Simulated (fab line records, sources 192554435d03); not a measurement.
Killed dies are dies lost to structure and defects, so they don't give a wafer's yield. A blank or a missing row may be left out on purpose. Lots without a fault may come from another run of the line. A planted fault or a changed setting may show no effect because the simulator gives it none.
Chamber matching | flow n5_finfet | N5_BEOL_M0_ALD_136 on ald_metal-04: 4 sister chambers
The step deposits TaN, pulse time 2 s, purge time 3 s, co reactant purge time 2 s. 4 wafers are shown with their chamber, then 11 later ones without.

WAFERS WITH THEIR CHAMBER
wafer  | chamber | heater_power_w (W)
L087.3 | 3       | 414
L090.3 | 2       | 375
L090.4 | 1       | 411
L093.2 | 0       | 357

WAFERS WITHOUT THEIR CHAMBER
wafer  | heater_power_w (W)
L093.5 | 406
L093.6 | 364
L094.1 | 379
L094.4 | 368
L094.6 | 378
L095.1 | 398
L095.3 | 423
L095.4 | 377
L097.1 | 401
L097.2 | 364
L097.6 | 393

WHICH CHAMBER EACH WENT THROUGH
wafer  | from the rows above          | in truth
L093.5 | can't be placed: 1 or 3      | 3
L093.6 | can't be placed: 0 or 2      | 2
L094.1 | 2                            | 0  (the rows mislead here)
L094.4 | can't be placed: 2 or 0      | 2
L094.6 | 2                            | 2
L095.1 | can't be placed: 1 or 3 or 2 | 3
L095.3 | can't be placed: 3 or 1      | 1
L095.4 | 2                            | 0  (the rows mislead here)
L097.1 | can't be placed: 1 or 3 or 2 | 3
L097.2 | can't be placed: 0 or 2      | 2
L097.6 | can't be placed: 1 or 2 or 3 | 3
Placed correctly: 1 of 11. Can't be placed from these rows: 8 (the true chamber is among the candidates in 8). Placed wrongly: 2.
How it was worked out, from the rows above alone: a wafer's distance from a chamber is the root of the sum, over the readings, of the square of ((its reading less the chamber's mean) divided by the reading's scatter). The wafer belongs to the nearest chamber; if the next one is less than 2 further off, it can't be placed. A chamber's mean is the mean of its shown wafers. The scatter: with one shown wafer a chamber, the root of the mean of the squares of how far each hidden wafer lies from its nearest shown one.
